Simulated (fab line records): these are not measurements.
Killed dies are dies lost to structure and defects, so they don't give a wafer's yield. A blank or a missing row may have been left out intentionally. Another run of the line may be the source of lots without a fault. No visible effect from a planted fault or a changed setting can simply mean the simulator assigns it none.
Comparing a struck lot with a sound one    flow n5_finfet    36 steps out of a route of 1938
Sound: wafers L572.1, L572.3, L572.4. Struck: wafer L591.3 (left out: L591.1, L591.2 of the same lot, which were not struck); the cause appears at the end.
Order at every step that has rows: each side's tool, ch and its chambers, its first start. Under that, the readings that differ: sound wafers    struck wafers    difference of the means    sigmas: that difference in standard deviations of wafers without a fault.
alike: readings whose means differ by less than 2 such deviations, and words and numbers that are the same on both sides. not compared: withheld readings, readings that some wafer has no value for, bounds like >300 that may hide the same value, and numbers for which the record gives no deviation and whose values overlap.
A row with sigmas, a row that says differs or no value, or rows on one side alone: a step with any of these is where the two part. Numbers that have no deviation but don't overlap get no sigmas and don't part them. A reading that every wafer of one side lacks parts them only if that side has two wafers or more.

first, 9 steps without rows for these wafers: N5_STI_FIN_REVEAL_STRIP_35 (strips Si3N4 in H3PO4, target depth 4 nm, time 39 s); N5_STI_FIN_REVEAL_SRD_21 (time 30 s); N5_STI_FIN_REVEAL_OXIDATION_33 (chemistry O2 PLASMA REMOTE, time 20 s); N5_STI_FIN_REVEAL_CLEAN_19 (cleans in O3/DIW, time 120 s); N5_STI_FIN_REVEAL_SRD_23 (time 30 s); N5_STI_FIN_REVEAL_PRECLEAN_18 (cleans in SC2, time 45 s); N5_STI_FIN_REVEAL_SRD_28 (time 30 s); N5_DUMMY_GATE_PRECLEAN_00 (cleans in O3/DIW, time 60 s); N5_DUMMY_GATE_SRD_01 (time 30 s).
N5_DUMMY_GATE_ALD_02: deposits SiO2, target thk 2 nm, pulse time 1 s.
  sound on ald_sin-04 ch 1,2,3, day 3 02:48; struck on ald_sin-04 ch 0, day 7 19:13
reading                                      sound  struck  difference  sigmas
model.SiO2_of_DUMMY_GATE_ALD_02.thk_nm (nm)  2 2 2  4       +2          
  alike: heater_power_w, precursor_pulse_height_rel
then, 24 steps without rows for these wafers: N5_DUMMY_GATE_CVD_03 (deposits a-Si from SiH4, target thk 150 nm, time 8042 s); N5_DUMMY_GATE_PRECLEAN_46 (cleans in DIW, time 89.5 s); N5_DUMMY_GATE_SRD_47 (dry time 32 s); N5_DUMMY_GATE_CMP_04 (polishes a-Si); N5_DUMMY_GATE_HM_DEP_06 (deposits SiNx from DCS/NH3, target thk 80 nm, time 5141 s); N5_DUMMY_GATE_PECVD_30 (deposits SiO2 from TEOS/O2, target thk 55 nm, time 10.8 s); N5_DUMMY_GATE_COAT_34 (time 60 s, resist thk 60 nm); N5_DUMMY_GATE_COAT_35 (time 60 s, resist thk 10 nm); N5_DUMMY_GATE_COAT_28 (time 60 s, resist thk 10 nm); N5_DUMMY_GATE_COAT_09 (resist thk 30 nm); N5_DUMMY_GATE_EBR_11; N5_DUMMY_GATE_SOFTBAKE_10 (time 60 s); N5_DUMMY_GATE_EXPOSE_12 (exposes mask GATE, target cd 25 nm); N5_DUMMY_GATE_PEB_13 (peb time 60 s); N5_DUMMY_GATE_DEVELOP_14 (develop time 30 s); N5_DUMMY_GATE_DESCUM_20 (chemistry O2, time 6.2 s); N5_DUMMY_GATE_ETCH_29 (etches underlayer in N2/H2, target depth 13 nm); N5_DUMMY_GATE_ETCH_36 (etches SiARC in CF4, target depth 13 nm); N5_DUMMY_GATE_ETCH_37 (etches SOC in N2/H2, target depth 60 nm, overetch 30 nm); N5_DUMMY_GATE_STRIP_38 (strips in N2/H2); N5_DUMMY_GATE_STRIP_39 (strips in N2/H2); N5_DUMMY_GATE_TRIM_49 (chemistry O2, time 29 s, target cd 14 nm); N5_DUMMY_GATE_STRIP_40 (strips in CF4); N5_DUMMY_GATE_ETCH_31 (etches SiO2 in C4F6/O2, target depth 82.5 nm, time 27.5 s).
-- the record jumps here: 6 days lie between the struck wafers' starts before and after (it left off in module DUMMY_GATE and takes up again in module BEOL_M4, whose first step shown is number 1111 of the route) --
N5_BEOL_M4_RC_MEAS_101:
  sound on prober-01 ch 0, day 8 10:27; struck on prober-01 ch 0, day 13 07:44
  not compared: CJ_N, CJ_P, DIBL_N, DIBL_P, EOT_N, EOT_P, IGATE_N, IGATE_P, IOFF_N, IOFF_N_85C, IOFF_N_LIN, IOFF_N_LONG, IOFF_P, IOFF_P_85C, IOFF_P_LIN, IOFF_P_LONG, ION_N, ION_P, RC_DENSE_N, RC_DENSE_P, RC_N, RC_P, REXT_N, REXT_P, RS_SD_N, RS_SD_P, SS_N, SS_P, VT_N, VT_N_LONG, VT_N_LVT, VT_P, VT_P_LONG, VT_P_LVT
-- here the record skips 4 days between the struck wafers' starts before and after, leaving off in module BEOL_M4 and picking up in module PASSIVATION (first step shown: number 1936 of the route) --
N5_PASSIVATION_PROBE_49:
  sound: prober-01 at day 12 14:41; struck: prober-02 at day 17 13:33
reading               sound           struck  difference  sigmas
sort_bin_8_speed (%)  0 0 0           93.90   +93.90      +99 or more
sort_n_pass           1115 1087 1086  0       -1096       -61
sort_yield_pct (%)    94.5 92.1 92.0  0       -93         -62
  alike: defect_limited_yield, killed_at_M0_to_M3, killed_at_M4_up, killed_at_contacts, killed_at_front_end, killed_at_other, killed_dies, killed_on_rim, killed_open, killed_short, sort_bin_5_function, sort_bin_6_memory

## WHERE THEY PART
At N5_PASSIVATION_PROBE_49 and nowhere else, as far as this record goes.

WHY: what had been put in by the simulator
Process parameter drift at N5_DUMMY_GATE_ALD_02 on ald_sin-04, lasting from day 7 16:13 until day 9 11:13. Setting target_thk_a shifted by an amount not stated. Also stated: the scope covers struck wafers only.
